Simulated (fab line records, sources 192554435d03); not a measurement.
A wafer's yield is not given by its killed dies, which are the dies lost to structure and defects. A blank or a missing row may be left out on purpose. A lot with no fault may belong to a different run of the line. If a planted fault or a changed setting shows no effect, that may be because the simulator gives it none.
Split-lot experiment / flow n5-finfet / route with 1938 steps; 7 lots, 21 wafers read

## THE SPLIT ITSELF
At N5_BEOL_M6_COAT_22 (resist thk 30 nm), the setting spin-rpm was moved away from the recipe's 1500 rpm on 7 of the 21 wafers read, by -10.7% to +8.5%. All remaining wafers had this setting at the recipe value.

## FROM THE SPLIT TO THE READING: what the file shows between them, 4 steps
- N5_BEOL_M6_EBR_24
- N5_BEOL_M6_SOFTBAKE_23: time 60 s
- N5_BEOL_M6_EXPOSE_25: exposes mask V5, target cd 40 nm
- N5_BEOL_M6_PEB_26: peb time 60 s

## THE READING
CAR-EUV_of_BEOL_M6_COAT_22.thk-nm (the simulator's own value, which no gauge read), in nm, at N5_BEOL_M6_DEVELOP_27 (develop time 30 s). There is no usual value for it anywhere in the file. Average 29.5 nm, standard deviation 0.09 nm, over the 14 wafers here run with the recipe.

wafer=L077.1; tool, chamber at the split=litho-track-04, 0; spin-rpm as run, rpm=1500; against the recipe=recipe; CAR-EUV_of_BEOL_M6_COAT_22.thk-nm, nm=29.6; against lot-mates on the recipe=-
wafer=L077.6; tool, chamber at the split=litho-track-04, 0; spin-rpm as run, rpm=1500; against the recipe=recipe; CAR-EUV_of_BEOL_M6_COAT_22.thk-nm, nm=29.6; against lot-mates on the recipe=-
wafer=L077.5; tool, chamber at the split=litho-track-04, 0; spin-rpm as run, rpm=1628; against the recipe=+8.5%; CAR-EUV_of_BEOL_M6_COAT_22.thk-nm, nm=28.4; against lot-mates on the recipe=-1.2
wafer=L078.3; tool, chamber at the split=litho-track-04, 0; spin-rpm as run, rpm=1500; against the recipe=recipe; CAR-EUV_of_BEOL_M6_COAT_22.thk-nm, nm=29.6; against lot-mates on the recipe=-
wafer=L078.4; tool, chamber at the split=litho-track-04, 0; spin-rpm as run, rpm=1500; against the recipe=recipe; CAR-EUV_of_BEOL_M6_COAT_22.thk-nm, nm=29.6; against lot-mates on the recipe=-
wafer=L078.5; tool, chamber at the split=litho-track-04, 0; spin-rpm as run, rpm=1500; against the recipe=recipe; CAR-EUV_of_BEOL_M6_COAT_22.thk-nm, nm=29.4; against lot-mates on the recipe=-
wafer=L076.2; tool, chamber at the split=litho-track-02, 0; spin-rpm as run, rpm=1340; against the recipe=-10.7%; CAR-EUV_of_BEOL_M6_COAT_22.thk-nm, nm=31.2; against lot-mates on the recipe=+1.8
wafer=L076.6; tool, chamber at the split=litho-track-02, 0; spin-rpm as run, rpm=1340; against the recipe=-10.7%; CAR-EUV_of_BEOL_M6_COAT_22.thk-nm, nm=31.2; against lot-mates on the recipe=+1.8
wafer=L076.5; tool, chamber at the split=litho-track-02, 0; spin-rpm as run, rpm=1500; against the recipe=recipe; CAR-EUV_of_BEOL_M6_COAT_22.thk-nm, nm=29.4; against lot-mates on the recipe=-
wafer=L086.3; tool, chamber at the split=litho-track-01, 0; spin-rpm as run, rpm=1553; against the recipe=+3.5%; CAR-EUV_of_BEOL_M6_COAT_22.thk-nm, nm=29.2; against lot-mates on the recipe=no lot-mate on the recipe
wafer=L086.4; tool, chamber at the split=litho-track-01, 0; spin-rpm as run, rpm=1553; against the recipe=+3.5%; CAR-EUV_of_BEOL_M6_COAT_22.thk-nm, nm=29.2; against lot-mates on the recipe=no lot-mate on the recipe
wafer=L086.6; tool, chamber at the split=litho-track-01, 0; spin-rpm as run, rpm=1553; against the recipe=+3.5%; CAR-EUV_of_BEOL_M6_COAT_22.thk-nm, nm=29; against lot-mates on the recipe=no lot-mate on the recipe
wafer=L087.3; tool, chamber at the split=litho-track-04, 0; spin-rpm as run, rpm=1500; against the recipe=recipe; CAR-EUV_of_BEOL_M6_COAT_22.thk-nm, nm=29.6; against lot-mates on the recipe=-
wafer=L087.5; tool, chamber at the split=litho-track-04, 0; spin-rpm as run, rpm=1500; against the recipe=recipe; CAR-EUV_of_BEOL_M6_COAT_22.thk-nm, nm=29.6; against lot-mates on the recipe=-
wafer=L087.6; tool, chamber at the split=litho-track-04, 0; spin-rpm as run, rpm=1500; against the recipe=recipe; CAR-EUV_of_BEOL_M6_COAT_22.thk-nm, nm=29.4; against lot-mates on the recipe=-
wafer=L089.2; tool, chamber at the split=litho-track-02, 0; spin-rpm as run, rpm=1500; against the recipe=recipe; CAR-EUV_of_BEOL_M6_COAT_22.thk-nm, nm=29.6; against lot-mates on the recipe=-
wafer=L089.6; tool, chamber at the split=litho-track-02, 0; spin-rpm as run, rpm=1500; against the recipe=recipe; CAR-EUV_of_BEOL_M6_COAT_22.thk-nm, nm=29.6; against lot-mates on the recipe=-
wafer=L089.4; tool, chamber at the split=litho-track-02, 0; spin-rpm as run, rpm=1500; against the recipe=recipe; CAR-EUV_of_BEOL_M6_COAT_22.thk-nm, nm=29.4; against lot-mates on the recipe=-
wafer=L096.2; tool, chamber at the split=litho-track-01, 0; spin-rpm as run, rpm=1500; against the recipe=recipe; CAR-EUV_of_BEOL_M6_COAT_22.thk-nm, nm=29.6; against lot-mates on the recipe=-
wafer=L096.5; tool, chamber at the split=litho-track-01, 0; spin-rpm as run, rpm=1500; against the recipe=recipe; CAR-EUV_of_BEOL_M6_COAT_22.thk-nm, nm=29.6; against lot-mates on the recipe=-
wafer=L096.6; tool, chamber at the split=litho-track-01, 0; spin-rpm as run, rpm=1425; against the recipe=-5.0%; CAR-EUV_of_BEOL_M6_COAT_22.thk-nm, nm=30.4; against lot-mates on the recipe=+0.8

THE FIT
A straight line over all 21 wafers: CAR-EUV_of_BEOL_M6_COAT_22.thk-nm changes by -0.147 nm for each +1% of spin-rpm; r = -0.99; the points scatter about the line by 0.1 nm.
The same after taking each lot's own level away (the mean of its wafers on the recipe; 18 wafers): -0.161 nm for each +1%; r = -0.99; scatter 0.086 nm.
That fit puts the effect of the largest move of spin-rpm on the reading at 1.7 nm.
Measured against the standard deviation above, the lots' own levels, which go from 29.40 to 29.60 nm, span 2.2 times it.
So the lot-to-lot level changes the slope little: the two slopes agree.
Check: for one of the wafers moved furthest among these (-10.7%), held out of the fit, the line's prediction against its lot-mates is +1.7 nm. Against them it came out at +1.8 nm.

## FURTHER SPLITS ON THESE WAFERS
Other splits were also applied to these wafers ahead of the reading. Each is held against what the fit with the lots' levels taken away leaves over:
other split on the same wafers=N5_BEOL_M4_COAT_05 spin-rpm; wafers away from the commonest value=7; r with CAR-EUV_of_BEOL_M6_COAT_22.thk-nm (lot level and that fit taken away)=-0.28
other split on the same wafers=N5_BEOL_M5_VIA_ETCH_34 source-w; wafers away from the commonest value=5; r with CAR-EUV_of_BEOL_M6_COAT_22.thk-nm (lot level and that fit taken away)=+0.07
other split on the same wafers=N5_BEOL_M5_TRENCH_ETCH_37 source-w; wafers away from the commonest value=9; r with CAR-EUV_of_BEOL_M6_COAT_22.thk-nm (lot level and that fit taken away)=-0.25
other split on the same wafers=N5_BEOL_M6_ETCH_62 time-s; wafers away from the commonest value=10; r with CAR-EUV_of_BEOL_M6_COAT_22.thk-nm (lot level and that fit taken away)=+0.29

## THE WHOLE CHAIN: every reading that the file lists as answering this split, in the file's order
step=N5_BEOL_M6_COAT_22; what it does=resist thk 30 nm; reading=CAR-EUV_of_BEOL_M6_COAT_22.thk-nm (the simulator's own value, which no gauge read); change (the file's fit)=-0.153 nm for each +1% of the setting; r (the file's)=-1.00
step=N5_BEOL_M6_DEVELOP_27; what it does=develop time 30 s; reading=CAR-EUV_of_BEOL_M6_COAT_22.thk-nm (the simulator's own value, which no gauge read); change (the file's fit)=-0.158 nm for each +1% of the setting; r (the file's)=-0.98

## THE FILE'S OWN FIT
CAR-EUV_of_BEOL_M6_COAT_22.thk-nm changes by -0.158 nm for each +1% of spin-rpm, r = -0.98.
